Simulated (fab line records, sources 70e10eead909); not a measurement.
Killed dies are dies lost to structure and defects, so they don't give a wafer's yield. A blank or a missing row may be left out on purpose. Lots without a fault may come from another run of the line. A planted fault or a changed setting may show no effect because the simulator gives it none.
fab line records | flow nand_harc
record lots=14 wafers=42 last_day=33
route steps=1302 shown A_STAIRCASE@707
lots that met no fault: from a run of the same line without faults
start_h: hours from the record's first day to the start of the lot's first wafer shown | wait_h: hours since the lot's step before | " the same as in the row above | L1.1+2: a row that stands for several wafers | - no value, or no start given | * or withheld: withheld | < > ~ a bound
route shown NAME@n: a module of which the file shows steps, and the number in the route of the first | usual: mean/standard deviation of fault-free wafers | same: alike in all rows | chamber/n: place in a boat | sites: the reading at each site | _std_site: their standard deviation | _edge_site: outer sites' mean less inner sites' | radius_mm: how far each site lies from the wafer's centre | mask NAME#n: copy n | behind: the tool/chamber that last shaped the wafer | hold: why the lot was held/for how many hours/how that ended | device: the transistor (n, p or np) that didn't switch | end of line: the same wafers' tests at the end of the route | a step without rows: its recipe alone | killed: dies lost to structure and defects at the first sort, not the wafer's yield | map: a wafer's dies, x killed, . not, _ none there
set.NAME: the setting as run; set.NAME@STEP: as run at that earlier step | model.NAME: the simulator's own value behind a step, which no gauge read
steps of the route over a sample of lots; a table a step, a row a wafer
services: from which hour (start_h, from the record's first day; less than 0 if before it) a tool's chamber was out of use, for how many hours, and why
## steps
# step NHARC_A_STAIRCASE_TRIM_193
# recipe time_s=211.2 o2_flow_sccm=500 ar_flow_sccm=0 bias_w=0 chemistry=O2
# usual drypump_motor_current_A=5.7/0.33 oes_product_au=1.001/0.012 rf_vpp_V=57.9/1 showerhead_plenum_p_Torr=3.56/0.14 throttle_valve_pct=17.037/0.0081
# columns lot.wafer tool chamber start_h wait_h drypump_motor_current_A oes_product_au rf_hours_counter_h rf_vpp_V showerhead_plenum_p_Torr throttle_valve_pct
L864.2 rie_diel-04 3 - - 5.6 1.009 1 57.7 3.59 17.037
L864.5 " 1 " " 5.5 1.006 - 57.8 3.71 17.030
L864.6 " 2 " " 5.6 1.005 - 57.7 3.58 17.035
L863.2 rie_diel-07 3 - - 5.4 0.995 22 59.2 3.76 17.037
L863.1 " 0 " " 5.2 1.015 24 57.0 3.63 17.042
L863.5 " 3 " " 5.4 0.993 - 59.1 3.76 17.030
L867.4 rie_diel-01 1 - - 6.2 1.012 10 56.2 3.29 17.031
L867.5 " 2 " " 5.7 0.997 - 57.0 3.53 17.035
L867.6 " 3 " " 6.3 1.011 - 57.6 3.53 17.047
L868.3 rie_diel-04 2 - - 5.6 0.979 18 57.4 3.57 17.030
L868.4 " 3 " " 5.6 1.007 18 57.9 3.58 17.047
L868.6 " 2 " " 5.7 0.992 - 58.9 3.57 17.030
L874.1 rie_diel-04 3 - - 5.6 0.996 32 58.4 3.57 17.028
L874.4 " 0 " " 5.8 1.001 29 58.2 3.73 17.027
L874.6 " 3 " " 5.7 0.999 - 57.8 3.57 17.042
L875.3 rie_diel-04 1 - - 5.5 0.997 37 58.8 3.69 17.033
L875.4 " 2 " " 5.7 0.971 39 57.6 3.56 17.037
L875.6 " 3 " " 5.6 0.984 - 56.3 3.57 17.035
L876.4 rie_diel-04 2 - - 5.7 0.982 45 57.3 3.56 17.036
L876.5 " 2 " " 5.7 0.984 - 58.9 3.56 17.023
L876.6 " 3 " " 5.6 0.999 - 57.1 3.57 17.045
L877.4 rie_diel-07 0 - - 5.2 1.012 9 58.5 3.61 17.040
L877.1 " 1 " " 5.9 1.008 10 57.9 3.74 17.035
L877.2 " 2 " " 5.1 1.011 10 58.4 3.39 17.029
L878.3 rie_diel-01 3 - - 6.3 1.000 44 57.5 3.51 17.033
L878.4 " 1 " " 6.2 0.990 40 59.2 3.28 17.036
L878.5 " 0 " " 5.7 1.024 - 56.8 3.40 17.037
L880.3 rie_diel-01 3 - - 6.3 1.000 53 56.0 3.50 17.045
L880.1 " 0 " " 5.7 1.017 50 56.7 3.40 17.042
L880.2 " 1 " " 6.2 1.003 49 56.9 3.27 17.029
L879.1 rie_diel-04 2 - - 5.6 0.994 4 58.4 3.55 17.034
L879.4 " 3 " " 5.6 1.007 - 58.4 3.56 17.046
L879.5 " 1 " " 5.5 0.996 - 59.0 3.68 17.043
L881.1 rie_diel-04 2 - - 5.7 0.987 8 59.0 3.55 17.024
L881.5 " 2 " " 5.7 0.988 - 58.3 3.55 17.035
L881.4 " 3 " " 5.6 1.007 - 59.2 3.56 17.028
L882.3 rie_diel-01 3 - - 6.3 0.999 56 57.8 3.50 17.039
L882.6 " 2 " " 5.7 0.987 - 57.5 3.51 17.021
L882.5 " 3 " " 6.3 0.999 - 56.6 3.50 17.032
L885.1 rie_diel-01 3 - - 6.3 1.000 3 58.6 3.50 17.047
L885.2 " 0 " " 5.7 1.012 9 57.2 3.39 17.045
L885.6 " 0 " " 5.8 1.019 - 57.3 3.39 17.034
# step NHARC_A_STAIRCASE_ETCH_199
# recipe target_depth_a=1000 time_s=40.5 ion_energy_ev=400 c4f8_flow_sccm=20 o2_flow_sccm=10 ar_flow_sccm=withheld rf_w=600 bias_w=1000 chemistry=C4F8/O2
# usual oes_product_au=0.950/0.013 rf_vpp_V=898/5.1
# columns lot.wafer tool chamber start_h wait_h oes_product_au rf_hours_counter_h rf_vpp_V
L864.2 rie_diel-01 0 - - 0.978 53 893
L864.6 " 3 " " 0.960 - 896
L864.5 " 0 " " 0.966 - 893
L863.2 rie_diel-01 1 - - 0.957 48 888
L863.1 " 2 " " 0.951 48 898
L863.5 " 0 " " 0.965 - 891
L867.4 rie_diel-01 1 - - 0.942 10 886
L867.5 " 3 " " 0.959 - 897
L867.6 " 0 " " 0.961 - 892
L868.3 rie_diel-04 1 - - 0.951 17 902
L868.4 " 3 " " 0.959 18 897
L868.6 " 2 " " 0.946 - 899
L874.4 rie_diel-07 0 - - 0.963 50 900
L874.1 " 1 " " 0.957 47 904
L874.6 " 0 " " 0.963 - 900
L875.3 rie_diel-04 1 - - 0.950 37 903
L875.4 " 0 " " 0.944 35 903
L875.6 " 2 " " 0.935 - 897
L876.4 rie_diel-07 0 - - 0.956 6 900
L876.6 " 3 " " 0.942 - 904
L876.5 " 0 " " 0.960 - 899
L877.4 rie_diel-07 2 - - 0.953 10 892
L877.1 " 0 " " 0.961 9 900
L877.2 " 1 " " 0.961 10 903
L878.3 rie_diel-04 0 - - 0.959 47 905
L878.4 " 1 " " 0.969 49 904
L878.5 " 1 " " 0.977 - 902
L880.3 rie_diel-01 0 - - 0.979 50 891
L880.1 " 1 " " 0.976 50 887
L880.2 " 2 " " 0.954 53 895
L879.1 rie_diel-04 1 - - 0.939 5 901
L879.4 " 3 " " 0.953 - 897
L879.5 " 1 " " 0.922 - 903
L881.1 rie_diel-04 3 - - 0.947 8 896
L881.5 " 1 " " 0.928 - 902
L881.4 " 2 " " 0.926 - 898
L882.3 rie_diel-01 0 - - 0.966 53 890
L882.5 " 2 " " 0.957 - 896
L882.6 " 3 " " 0.949 - 896
L885.1 rie_diel-04 1 - - 0.946 19 901
L885.2 " 0 " " 0.952 7 903
L885.6 " 0 " " 0.962 - 901
# step NHARC_A_STAIRCASE_PEB_215
# recipe peb_temp_c=115 peb_time_s=130
# usual chill_plate_temp_C=23.00/0.096 exhaust_pa=45.2/0.88 plate_temp_C=114.98/0.13
# columns lot.wafer tool chamber start_h wait_h chill_plate_temp_C exhaust_pa plate_temp_C
L864.2 litho_track-05 0 372.42 0.1 23.04 45.0 114.84
L864.5 " 0 " " 23.03 44.6 114.94
L864.6 " 0 " " 23.08 43.2 114.84
L863.1 litho_track-05 0 374.30 0.1 23.05 46.2 114.96
L863.2 " 0 " " 22.87 44.8 115.04
L863.5 " 0 " " 23.03 46.1 114.92
L867.4 litho_track-05 - 422.06 0.0 - - -
L867.5 " - " " - - -
L867.6 " - " " - - -
L868.3 litho_track-03 - 422.99 0.1 - - -
L868.4 " - " " - - -
L868.6 " - " " - - -
L874.1 litho_track-03 0 469.11 0.1 23.14 44.8 115.09
L874.4 " 0 " " 23.07 45.3 115.03
L874.6 " 0 " " 23.02 44.7 115.14
L875.3 litho_track-03 0 481.34 0.1 22.95 46.2 114.97
L875.4 " 0 " " 23.05 46.1 115.06
L875.6 " 0 " " 22.90 44.7 115.25
L876.4 litho_track-05 0 503.63 0.0 23.17 45.1 114.89
L876.5 " 0 " " 23.21 46.7 115.15
L876.6 " 0 " " 23.16 45.9 115.09
L877.1 litho_track-02 0 517.93 0.1 22.95 45.4 114.88
L877.2 " 0 " " 23.03 45.7 114.97
L877.4 " 0 " " 23.12 45.8 115.12
L878.3 litho_track-05 0 518.72 0.0 23.01 45.4 115.15
L878.4 " 0 " " 22.95 44.1 114.93
L878.5 " 0 " " 22.99 44.5 115.07
L880.1 litho_track-03 0 549.30 0.1 23.10 45.6 114.98
L880.2 " 0 " " 23.05 46.3 114.78
L880.3 " 0 " " 23.18 44.5 115.04
L879.1 litho_track-03 0 550.29 0.1 22.87 44.6 114.85
L879.4 " 0 " " 22.92 43.6 114.93
L879.5 " 0 " " 22.96 45.6 115.07
L881.1 litho_track-02 0 559.61 0.1 23.07 46.0 114.99
L881.4 " 0 " " 23.09 45.9 114.86
L881.5 " 0 " " 22.92 45.2 114.97
L882.3 litho_track-03 0 560.23 0.1 22.93 45.3 115.05
L882.5 " 0 " " 23.02 44.9 114.93
L882.6 " 0 " " 22.91 46.2 115.11
L885.1 litho_track-03 0 587.78 0.1 23.07 44.4 114.86
L885.2 " 0 " " 22.98 43.8 114.80
L885.6 " 0 " " 23.05 44.4 115.00
# step NHARC_A_STAIRCASE_TRIM_224
# recipe time_s=211.2 o2_flow_sccm=500 ar_flow_sccm=0 bias_w=0 chemistry=O2
# usual drypump_motor_current_A=5.7/0.32 oes_product_au=1.001/0.011 rf_vpp_V=57.8/0.91 showerhead_plenum_p_Torr=3.57/0.13 throttle_valve_pct=17.037/0.0089
# columns lot.wafer tool chamber start_h wait_h drypump_motor_current_A oes_product_au rf_hours_counter_h rf_vpp_V showerhead_plenum_p_Torr throttle_valve_pct
L864.2 rie_diel-04 0 - - 5.8 0.998 2 57.3 3.74 17.033
L864.6 " 0 " " 5.8 0.992 - 58.8 3.74 17.019
L864.5 " 1 " " 5.5 1.007 - 59.5 3.71 17.031
L863.2 rie_diel-04 3 - - 5.6 1.020 3 56.5 3.59 17.058
L863.1 " 0 " " 5.7 0.989 2 57.6 3.74 17.025
L863.5 " 2 " " 5.7 0.997 - 58.1 3.58 17.038
L867.4 rie_diel-07 3 - - 5.4 0.984 43 57.7 3.75 17.048
L867.6 " 1 " " 5.9 1.005 - 59.5 3.75 17.047
L867.5 " 2 " " 5.2 1.003 - 58.8 3.40 17.022
L868.4 rie_diel-01 3 - - 6.3 0.999 11 58.3 3.52 17.048
L868.3 " 2 " " 5.7 0.998 13 58.6 3.53 17.037
L868.6 " 0 " " 5.7 1.021 - 57.3 3.42 17.026
L874.4 rie_diel-07 0 - - 5.2 1.014 51 55.4 3.62 17.048
L874.1 " 3 " " 5.4 0.982 56 56.7 3.74 17.045
L874.6 " 0 " " 5.2 1.021 - 57.3 3.62 17.042
L875.3 rie_diel-04 0 - - 5.8 0.996 36 58.7 3.72 17.042
L875.4 " 1 " " 5.5 1.001 38 56.9 3.69 17.034
L875.6 " 0 " " 5.8 0.995 - 59.3 3.72 17.029
L876.4 rie_diel-01 3 - - 6.3 1.015 39 56.9 3.51 17.046
L876.6 " 3 " " 6.3 1.004 - 58.8 3.51 17.036
L876.5 " 0 " " 5.7 1.008 - 57.2 3.40 17.027
L877.2 rie_diel-07 0 - - 5.2 1.006 10 58.6 3.61 17.043
L877.1 " 1 " " 5.9 1.010 11 58.3 3.74 17.048
L877.4 " 2 " " 5.1 0.992 11 57.6 3.39 17.037
L878.3 rie_diel-01 0 - - 5.7 1.018 43 57.8 3.40 17.021
L878.4 " 2 " " 5.7 1.000 42 57.9 3.52 17.036
L878.5 " 0 " " 5.7 1.014 - 57.9 3.40 17.031
L880.3 rie_diel-01 0 - - 5.8 1.016 51 59.2 3.40 17.027
L880.2 " 1 " " 6.3 1.012 50 56.0 3.27 17.045
L880.1 " 2 " " 5.7 0.996 54 57.0 3.51 17.044
L879.1 rie_diel-04 1 - - 5.5 0.982 5 56.9 3.68 17.038
L879.5 " 3 " " 5.6 1.009 - 57.1 3.56 17.021
L879.4 " 2 " " 5.7 0.990 - 58.3 3.55 17.029
L881.1 rie_diel-04 1 - - 5.5 1.000 11 57.2 3.68 17.028
L881.4 " 3 " " 5.6 1.008 - 59.6 3.56 17.037
L881.5 " 3 " " 5.6 1.013 - 58.6 3.56 17.026
L882.3 rie_diel-04 1 - - 5.4 0.985 - 58.1 3.68 17.039
L882.6 " 1 " " 5.4 0.993 - 58.2 3.68 17.033
L882.5 " 3 " " 5.6 1.006 - 58.3 3.56 17.043
L885.2 rie_diel-07 0 - - 5.2 1.002 34 58.8 3.60 17.035
L885.1 " 2 " " 5.2 0.993 37 55.9 3.37 17.032
L885.6 " 0 " " 5.2 1.000 - 57.5 3.60 17.045
## services
# columns tool chamber start_h hours kind
rie_diel-04 - 354.90 9.0 pm
rie_diel-04 0 354.90 9.0 vent_cycle
rie_diel-04 1 354.90 9.0 vent_cycle
rie_diel-04 2 354.90 9.0 vent_cycle
rie_diel-04 3 354.90 9.0 vent_cycle
rie_diel-07 1 359.86 2.9 repair
rie_diel-04 0 363.90 - clean
rie_diel-04 1 363.90 - clean
rie_diel-04 2 363.90 - clean
rie_diel-04 3 363.90 - clean
rie_diel-01 1 366.50 3.8 repair
rie_diel-01 3 378.09 9.6 repair
rie_diel-01 - 380.80 9.0 pm
rie_diel-07 0 393.62 9.9 repair
litho_track-02 - 402.00 7.0 pm
rie_diel-07 0 403.85 8.8 repair
litho_track-03 - 450.00 7.0 pm
litho_track-05 - 474.00 7.0 pm
rie_diel-04 - 532.93 9.0 pm
rie_diel-07 1 554.62 4.5 repair
rie_diel-07 0 555.62 7.3 repair
litho_track-02 - 577.00 7.0 pm
rie_diel-01 2 581.64 14.5 repair
rie_diel-04 3 582.21 24.3 repair
## key
first_sign step=NHARC_A_STAIRCASE_PEB_215 reading=tool_record direction=missing
effect none on later readings
met_at NHARC_A_STAIRCASE_PEB_215
struck_lots L867,L868
later_rows_left_out L867.4,L867.5,L867.6,L868.3,L868.4,L868.6
sort_left_out L867.4,L867.5,L867.6,L868.3,L868.4,L868.6
tester_left_out L867,L868
not_acting_at NHARC_A_STAIRCASE_TRIM_193,NHARC_A_STAIRCASE_ETCH_199,NHARC_A_STAIRCASE_TRIM_224
onset_between 374.30 422.06
fault kind=skipped_step_whole tool=litho_track-03,litho_track-05 chamber=- onset_h=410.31 steps=NHARC_A_STAIRCASE_PEB_215 scope=struck_lots_only
# tester_left_out: of these lots the tester's yield and bins aren't shown, on N5 and GAA mostly nor the transistor test; their killed dies are dies lost to structure and defects alone, not to doping, threshold or leakage, so they don't give the yield
# sort_left_out: the simulated sort isn't trusted on such a fault, so these wafers' sort isn't shown, and their yield isn't known
# later_rows_left_out: the simulator's readings of these wafers behind a module that went badly wrong aren't trusted and aren't shown, but for the sort
